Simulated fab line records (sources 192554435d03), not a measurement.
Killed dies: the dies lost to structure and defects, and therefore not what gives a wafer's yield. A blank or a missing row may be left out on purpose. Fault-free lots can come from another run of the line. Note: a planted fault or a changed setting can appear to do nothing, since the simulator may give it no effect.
Chamber matching    flow n5 finfet    4 sister chambers for N5_HKMG_FIN_ETCH_54 on rie diel-04
The step etches SiARC in CF4, target depth 45.5 nm, time 75.8 s. 8 wafers are shown with their chamber, then 11 later ones without.

== WAFERS WITH THEIR CHAMBER ==
wafer   chamber  showerhead plenum p Torr (Torr)  throttle valve pct (%)
L081.1  1        2.10                             15.33
L082.3  0        2.07                             15.59
L083.5  3        2.11                             15.73
L083.6  2        2.13                             15.87
L084.3  1        2.10                             15.36
L084.5  3        2.11                             15.74
L084.6  2        2.13                             15.88
L086.1  0        2.06                             15.62

== WAFERS WITH NO CHAMBER GIVEN ==
wafer   showerhead plenum p Torr (Torr)  throttle valve pct (%)
L086.3  2.13                             15.88
L086.4  2.10                             15.75
L088.2  2.09                             15.38
L088.5  2.13                             15.88
L088.6  2.09                             15.36
L090.1  2.09                             15.36
L090.2  2.13                             15.89
L090.3  2.10                             15.77
L097.2  2.10                             15.79
L097.3  2.12                             15.93
L097.6  2.10                             15.80

== CHAMBER TAKEN BY EACH ==
wafer   from the rows above  in truth
L086.3  2                    2
L086.4  3                    3
L088.2  1                    1
L088.5  2                    2
L088.6  1                    1
L090.1  1                    1
L090.2  2                    2
L090.3  3                    3
L097.2  3                    3
L097.3  2                    2
L097.6  3                    3
11 of 11 placed correctly. Left unplaced by these rows: 0. Wrongly placed: 0.
How it was worked out, from the rows above alone: a wafer's distance from a chamber is the root of the sum, over the readings, of the square of ((its reading less the chamber's mean) divided by the reading's scatter). If the next closest chamber is less than 2 further off than the closest, the wafer can't be placed; otherwise it belongs to the closest. Each chamber's mean is taken over the wafers shown for it. The scatter: take each reading less its chamber's mean, square it, sum over the shown wafers, divide by the number of wafers less the number of chambers, and take the root.
